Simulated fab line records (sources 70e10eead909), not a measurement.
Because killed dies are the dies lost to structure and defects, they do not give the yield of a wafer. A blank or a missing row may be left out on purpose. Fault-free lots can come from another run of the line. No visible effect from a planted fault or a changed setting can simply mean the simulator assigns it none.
What tool caused it?	flow nand harc	at 1 step of a route of 1302, 14 lots with 42 wafers sampled

== WHAT THE GAUGES READ, wafer by wafer ==
NHARC_A_SLIT_CD_MEAS_09: the cd target is 300 nm.
lot	measured	on	cd nm (nm)
L291	day 20 07:34	cd sem-01	300.1 300.6 300.9
L293	day 21 09:33	cd sem-03	300.6 299.9 300.3
L295	day 21 09:43	cd sem-03	299.8 300.0 299.8
L296	day 21 18:23	cd sem-01	300.6 299.7 300.0
L299	day 23 11:02	cd sem-03	300.7 300.5 299.6
L300	day 23 22:58	cd sem-01	300.1 299.7 299.7
L302	day 24 16:47	cd sem-01	299.7 300.0 300.3
L304	day 25 18:43	cd sem-03	299.9 300.1 300.0
L309	day 27 03:59	cd sem-03	300.7 300.2 300.7
L307	day 27 04:09	cd sem-01	299.3 299.9 299.9
L308	day 27 04:52	cd sem-02	299.7 299.9 300.9
L310	day 28 01:10	cd sem-02	299.8 299.4 299.7
L311	day 28 14:46	cd sem-02	300.8 300.4 300.4
L313	day 29 10:10	cd sem-03	299.8 300.2 300.0

== TOOL THAT RAN EACH LOT (tool first, then ch and the chambers of the sampled wafers, then the start) ==
Record: no process step prior to these readings.

== AS READ BY THE TOOLS THEMSELVES (means over the sampled wafers that have a number; for cases with no such wafer, the mark the record gives instead) ==
The record holds no such reading with a usual standard deviation.

== THE ANSWER, worked out from the rows above alone ==
Rule: usual is defined by the lots themselves. The widest of any qualifying gaps counts: lots, ordered by their means at a reading, are off when they make up no more than a third of the lots, leave a main group of 4 or more, and stand apart from it by 3 or more times the standard deviation of that group's means. A main group is skipped when, at the precision printed for the reading in the tables above, its means are all equal. Also off: a lot with no number at a reading for which 4 or more lots have one. Any other lot the step has rows for is counted as sound. The gauges are gone through in route order, then the tools' own readings, and for those a lot's mean is taken as printed above. At the first step where some lot is off, the reading lying furthest off is the one used; lots without a number count as furthest.
None of the lots is off at any reading shown; this tells nothing.

== WHAT WAS PUT IN BY THE SIMULATOR ==
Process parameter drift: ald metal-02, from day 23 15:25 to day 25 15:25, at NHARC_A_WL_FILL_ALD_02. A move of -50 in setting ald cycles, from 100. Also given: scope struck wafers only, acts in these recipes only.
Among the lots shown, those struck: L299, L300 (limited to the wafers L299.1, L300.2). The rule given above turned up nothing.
